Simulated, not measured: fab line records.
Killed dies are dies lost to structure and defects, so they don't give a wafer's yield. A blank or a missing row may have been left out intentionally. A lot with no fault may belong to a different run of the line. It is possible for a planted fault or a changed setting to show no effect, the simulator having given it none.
Struck lot and sound lot, side by side :: flow n5-finfet :: 27 out of 1938 route steps
Sound: wafers L479.3, L479.5. Wafers L491.1, L491.2, L491.4 were the ones struck. The cause is named last.
Per side, at each step with rows, come the tool, then ch with its chambers, and then its first start. Under that, the readings that differ: sound wafers :: struck wafers :: difference of the means :: sigmas: that difference in standard deviations of wafers without a fault.
alike: same words and numbers on both sides, and readings whose means sit less than 2 such deviations apart. not compared: any withheld reading, any reading some wafer has no value for, any bound like >300 that may hide the same value, and any number with overlapping values for which the record gives no deviation.
The two part at a step that has a row with sigmas, a row that says differs or no value, or rows on one side only. Numbers that have no deviation but don't overlap get no sigmas and don't part them. A reading missing from all wafers of one side parts the sides only when that side holds two or more wafers.

N5_BEOL_M6_CD_MEAS_11: the cd target is 38.5 nm.
  sound on cd-sem-01 ch 0, day 8 19:35; struck on cd-sem-01 ch 0, day 11 23:05
  alike: cd-nm
N5_BEOL_M6_OVL_MEAS_12:
  sound on overlay-01 ch 0, day 8 19:36; struck on overlay-02 ch 0, day 11 23:07
  alike: M6_OVL
N5_BEOL_M6_INSPECT_13: inspects for defects (brightfield).
  sound on defect-inspect-02, day 8 19:38; struck on defect-inspect-02, day 11 23:08
reading: raw-defect-count
sound: 614 546
struck: 348 348 414
difference: -210
sigmas: -2
N5_BEOL_M6_DESCUM_16: chemistry O2, time 7.9 s.
  sound on rie-diel-05 ch 0,3, day 8 19:40; struck on rie-diel-06 ch 0,2,3, day 11 23:51
  alike: drypump-motor-current-A, oes-product-au, rf-vpp-V, showerhead-plenum-p-Torr, throttle-valve-pct
  not compared: rf-hours-counter-h
N5_BEOL_M6_ETCH_61: etches SiARC in CF4, target depth 45.5 nm, time 75.8 s.
  sound on rie-diel-05 ch 0,3, day 8 19:42; struck on rie-diel-06 ch 0,2,3, day 11 23:53
  alike: drypump-motor-current-A, etch-rf-on-time-s, oes-product-au, rf-vpp-V, showerhead-plenum-p-Torr, throttle-valve-pct
  not compared: rf-hours-counter-h
then, 2 steps without rows for these wafers: N5_BEOL_M6_ETCH_62 (etches SOC in N2/H2, target depth 110 nm, overetch 22 nm, time 165 s); N5_BEOL_M6_STRIP_68 (strips in N2/H2).
N5_BEOL_M6_STRIP_67: strips in CF4.
  sound on rie-diel-05 ch 0,3, day 8 19:54; struck on rie-diel-06 ch 0,2,3, day 12 00:05
  alike: drypump-motor-current-A, oes-product-au, rf-vpp-V, showerhead-plenum-p-Torr, throttle-valve-pct
  not compared: rf-hours-counter-h
then, 1 step without rows for these wafers: N5_BEOL_M6_HM_OPEN_17 (chemistry Cl2/BCl3, target TiN, target depth 20 nm, overetch 6 nm).
N5_BEOL_M6_STRIP_19: strips in O2.
  sound on rie-diel-04 ch 1,2, day 8 20:03; struck on rie-diel-04 ch 0,1,3, day 12 00:20
reading: oes-product-au (a.u.)
sound: 0.68 0.69
struck: 0.87 0.98 0.88
difference: +0.22
sigmas: +2

reading: throttle-valve-pct (%)
sound: 17.06 17.13
struck: 16.40 16.68 16.59
difference: -0.54
sigmas: -3
  alike: drypump-motor-current-A, rf-vpp-V, showerhead-plenum-p-Torr
  not compared: rf-hours-counter-h
N5_BEOL_M6_CD_MEAS_18: pitch 80 nm, target cd 40 nm.
  sound on cd-sem-02, day 8 20:07; struck on cd-sem-03, day 12 00:24
  alike: cd-nm
then, 1 step without rows for these wafers: N5_BEOL_M6_COAT_63 (time 60 s, resist thk 60 nm).
N5_BEOL_M6_COAT_64: time 60 s, resist thk 12 nm.
  sound on litho-track-04 ch 0, day 8 20:11; struck on litho-track-05 ch 0, day 12 00:47
reading: spin-speed-rpm (rpm)
sound: 1500.2 1500.2
struck: 1462.0 1463.0 1463.3
difference: -37.4
sigmas: -39
  alike: heater-power-total-W
then, 7 steps without rows for these wafers: N5_BEOL_M6_COAT_71 (time 60 s, resist thk 5 nm); N5_BEOL_M6_COAT_22 (resist thk 30 nm); N5_BEOL_M6_EBR_24; N5_BEOL_M6_SOFTBAKE_23 (time 60 s); N5_BEOL_M6_EXPOSE_25 (exposes mask V5, target cd 40 nm); N5_BEOL_M6_PEB_26 (peb time 60 s); N5_BEOL_M6_DEVELOP_27 (develop time 30 s).
N5_BEOL_M6_CD_MEAS_28: the cd target is 40 nm.
  sound on cd-sem-01 ch 0, day 8 20:35; struck on cd-sem-03 ch 0, day 12 01:13
  alike: cd-nm
N5_BEOL_M6_OVL_MEAS_29:
  sound on overlay-02 ch 0, day 8 20:37; struck on overlay-01 ch 0, day 12 01:14
  alike: V5_OVL
N5_BEOL_M6_INSPECT_30: inspects for defects (brightfield).
  sound on defect-inspect-01, day 8 20:40; struck on defect-inspect-01, day 12 01:18
  alike: raw-defect-count
then, 1 step without rows for these wafers: N5_BEOL_M6_DESCUM_33 (chemistry O2, time 7 s).
N5_BEOL_M6_ETCH_72: etches underlayer in N2/H2, target depth 6.5 nm, time 5.2 s.
  sound on rie-diel-04 ch 0,1, day 8 20:44; struck on rie-diel-04 ch 0,1,2, day 12 01:31
  alike: drypump-motor-current-A, etch-rf-on-time-s, oes-product-au, rf-vpp-V, showerhead-plenum-p-Torr, throttle-valve-pct
  not compared: rf-hours-counter-h
N5_BEOL_M6_ETCH_65: etches SiARC in CF4, target depth 15.6 nm, time 26 s.
  sound on rie-diel-04 ch 0,1, day 8 20:45; struck on rie-diel-04 ch 0,1,2, day 12 01:32
reading: model.etch.depth-nm (nm)
sound: 11.92 11.97
struck: 12.14 12.15 12.12
difference: +0.19
sigmas: 
  alike: drypump-motor-current-A, etch-rf-on-time-s, oes-product-au, rf-vpp-V, showerhead-plenum-p-Torr, throttle-valve-pct
  not compared: rf-hours-counter-h
then, 1 step without rows for these wafers: N5_BEOL_M6_ETCH_66 (etches SOC in N2/H2, target depth 80 nm, overetch 16 nm, time 120 s).

## WHERE THEY PART
At N5_BEOL_M6_INSPECT_13 first; at N5_BEOL_M6_COAT_64 last (within this record only). Later steps at which nothing parts them and some readings are alike: N5_BEOL_M6_CD_MEAS_28, N5_BEOL_M6_OVL_MEAS_29, N5_BEOL_M6_INSPECT_30, N5_BEOL_M6_ETCH_72, N5_BEOL_M6_ETCH_65.

WHY: what had been put in by the simulator
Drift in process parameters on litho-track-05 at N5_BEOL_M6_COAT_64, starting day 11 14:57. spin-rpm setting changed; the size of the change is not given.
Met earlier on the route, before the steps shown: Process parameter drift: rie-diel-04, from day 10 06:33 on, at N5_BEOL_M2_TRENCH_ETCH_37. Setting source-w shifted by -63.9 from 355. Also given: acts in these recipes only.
